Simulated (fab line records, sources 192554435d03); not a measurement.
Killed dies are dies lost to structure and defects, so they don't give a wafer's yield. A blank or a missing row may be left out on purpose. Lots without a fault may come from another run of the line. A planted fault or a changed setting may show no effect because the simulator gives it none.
Split-lot experiment | flow n5_finfet | 7 lots, 21 wafers read, on a route of 1938 steps

THE SPLIT
At N5_HKMG_FIN_ETCH_32 (etches SOC in N2/H2, target depth 240 nm, time 300 s), the setting source_w was moved away from the recipe's 840 W on 9 of the 21 wafers read, by -17.7% to +11.6%. The other wafers ran this setting at the recipe's value.

The reading is taken at the split's own step.

THE READING
rf_vpp_V, in V, at N5_HKMG_FIN_ETCH_32 (etches SOC in N2/H2, target depth 240 nm, time 300 s). Fault-free wafers of this fab line usually give 524.7 V, standard deviation 2.5 V.

wafer  | tool, chamber at the split | source_w as run, W | against the recipe | rf_vpp_V, V | against lot-mates on the recipe
L074.2 | rie_diel-01, 0             | 840                | recipe             | 524.4       | -
L074.4 | rie_diel-01, 1             | 840                | recipe             | 525.9       | -
L074.5 | rie_diel-01, 0             | 840                | recipe             | 525.6       | -
L080.2 | rie_diel-05, 0             | 840                | recipe             | 523.0       | -
L080.3 | rie_diel-05, 1             | 840                | recipe             | 522.1       | -
L080.6 | rie_diel-05, 0             | 791.1              | -5.8%              | 533.1       | +10.6
L083.2 | rie_diel-03, 0             | 691.4              | -17.7%             | 562.6       | +43.5
L083.5 | rie_diel-03, 3             | 840                | recipe             | 519.1       | -
L083.6 | rie_diel-03, 2             | 691.4              | -17.7%             | 558.5       | +39.4
L084.1 | rie_diel-03, 0             | 840                | recipe             | 528.9       | -
L084.2 | rie_diel-03, 2             | 754.6              | -10.2%             | 543.0       | +14.1
L084.3 | rie_diel-03, 3             | 754.6              | -10.2%             | 539.5       | +10.6
L087.2 | rie_diel-01, 2             | 930.9              | +10.8%             | 508.3       | -15.8
L087.4 | rie_diel-01, 1             | 840                | recipe             | 524.1       | -
L087.5 | rie_diel-01, 1             | 930.9              | +10.8%             | 508.0       | -16.1
L092.2 | rie_diel-03, 2             | 840                | recipe             | 523.0       | -
L092.4 | rie_diel-03, 3             | 937.7              | +11.6%             | 501.0       | -21.8
L092.6 | rie_diel-03, 2             | 840                | recipe             | 522.6       | -
L094.1 | rie_diel-01, 3             | 840                | recipe             | 525.5       | -
L094.4 | rie_diel-01, 2             | 715.3              | -14.8%             | 556.0       | +30.7
L094.5 | rie_diel-01, 0             | 840                | recipe             | 525.1       | -

THE FIT
A straight line over all 21 wafers: rf_vpp_V changes by -1.89 V for each +1% of source_w; r = -0.98; the points scatter about the line by 2.9 V.
The same after taking each lot's own level away (the mean of its wafers on the recipe; 21 wafers): -1.93 V for each +1%; r = -0.97; scatter 3.8 V.
On that fit, the largest move of source_w shifts the reading by 34 V.
The lots' own levels span 519.10 to 528.90 V, that is 3.9 times the standard deviation above.
So the lot-to-lot level changes the slope little: the two slopes agree.
Check: with one of the wafers moved furthest among these (-17.7%) left out of the fit, the line predicts +32.1 V for it against its lot-mates. It came out at +43.5 V against them.
Tool readings at the split's step, against how far the setting was moved: rf_vpp_V r = -0.98.

OTHER SPLITS ON THESE WAFERS
These wafers also went through other splits before the reading. Each is held against what the fit with the lots' levels taken away leaves over:
other split on the same wafers | wafers away from the commonest value | r with rf_vpp_V (lot level and that fit taken away)
N5_HKMG_FIN_EXPOSE_09 dose_mj  | 8                                    | +0.06

THE WHOLE CHAIN: every reading that the file lists as answering this split, in the file's order
step                | what it does                                         | reading                                                                           | change (the file's fit)                | r (the file's)
N5_HKMG_FIN_ETCH_32 | etches SOC in N2/H2, target depth 240 nm, time 300 s | rf_vpp_V                                                                          | -1.95 V for each +1% of the setting    | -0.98
N5_HKMG_FIN_ETCH_32 | etches SOC in N2/H2, target depth 240 nm, time 300 s | HKMG_FIN.feature_depth_nm (the simulator's own value, which no gauge read)        | +2.2 nm for each +1% of the setting    | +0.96
N5_HKMG_FIN_ETCH_32 | etches SOC in N2/H2, target depth 240 nm, time 300 s | etch.depth_nm (the simulator's own value, which no gauge read)                    | +2.2 nm for each +1% of the setting    | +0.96
N5_HKMG_FIN_ETCH_32 | etches SOC in N2/H2, target depth 240 nm, time 300 s | SiARC_of_HKMG_FIN_COAT_30.thk_nm (the simulator's own value, which no gauge read) | -0.0743 nm for each +1% of the setting | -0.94

THE FILE'S OWN FIT
rf_vpp_V changes by -1.95 V for each +1% of source_w, r = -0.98.
